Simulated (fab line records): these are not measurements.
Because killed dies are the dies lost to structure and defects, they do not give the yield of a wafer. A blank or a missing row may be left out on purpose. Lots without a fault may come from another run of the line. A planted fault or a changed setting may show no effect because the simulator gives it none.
Chamber matching	flow n5-finfet	N5_BEOL_M13_DESCUM_15 on rie-diel-01: 4 sister chambers
The step chemistry O2, time 7.9 s. 20 wafers are shown with their chamber, then 10 later ones without.

## WAFERS WITH THEIR CHAMBER
wafer	chamber	drypump-motor-current-A (A)	showerhead-plenum-p-Torr (Torr)	throttle-valve-pct (%)
L074.3	1	6.3	2.10	20.54
L074.4	3	6.0	2.05	20.54
L074.5	3	6.0	2.05	20.54
L075.2	2	6.4	2.20	20.60
L075.4	3	6.0	2.04	20.56
L075.6	0	6.7	2.02	20.87
L077.1	3	6.0	2.04	20.57
L077.2	0	6.6	2.02	20.89
L077.5	3	6.0	2.04	20.56
L081.1	2	6.4	2.20	20.59
L081.3	1	6.3	2.09	20.59
L081.4	0	6.6	2.02	20.88
L083.1	3	6.0	2.04	20.56
L083.5	1	6.3	2.09	20.57
L083.6	2	6.4	2.20	20.61
L085.3	1	6.3	2.09	20.57
L085.4	0	6.6	2.01	20.91
L085.6	2	6.4	2.20	20.63
L089.2	2	6.4	2.19	20.63
L089.4	3	6.0	2.03	20.59

SIGNATURES, as means of the wafers listed above
reading	chamber 0	chamber 1	chamber 2	chamber 3	scatter within a chamber
drypump-motor-current-A	6.625	6.300	6.400	6.000	0.0217
showerhead-plenum-p-Torr	2.0175	2.0925	2.1980	2.0414	0.00568
throttle-valve-pct	20.8875	20.5675	20.6120	20.5600	0.0181
Rule: for each reading, subtract the chamber's mean from the wafer's reading, divide by that reading's scatter and square the result; add these up over the readings and take the root, which gives the wafer's distance from the chamber. If the next closest chamber is less than 2 further off than the closest, the wafer can't be placed; otherwise it belongs to the closest. The scatter: the root of (the sum of the squares of (reading less its chamber's mean) over the shown wafers, divided by (wafers less chambers)).

## WAFERS WITHOUT THEIR CHAMBER
wafer	drypump-motor-current-A (A)	showerhead-plenum-p-Torr (Torr)	throttle-valve-pct (%)
L089.5	6.3	2.09	20.59
L090.2	6.6	2.01	20.91
L090.4	6.0	2.03	20.59
L090.5	6.0	2.03	20.60
L079.1	6.4	2.19	20.65
L079.2	6.3	2.08	20.61
L079.6	6.7	2.01	20.94
L095.1	6.3	2.08	20.61
L095.4	6.0	2.03	20.64
L095.6	6.0	2.03	20.60

## EACH ONE'S CHAMBER
wafer	from the rows above	in truth
L089.5	1	1
L090.2	0	0
L090.4	3	3
L090.5	3	3
L079.1	2	2
L079.2	1	1
L079.6	0	0
L095.1	1	1
L095.4	3	3
L095.6	3	3
Correctly placed: 10 of 10. From these rows, 0 cannot be placed. Number placed wrongly: 0.
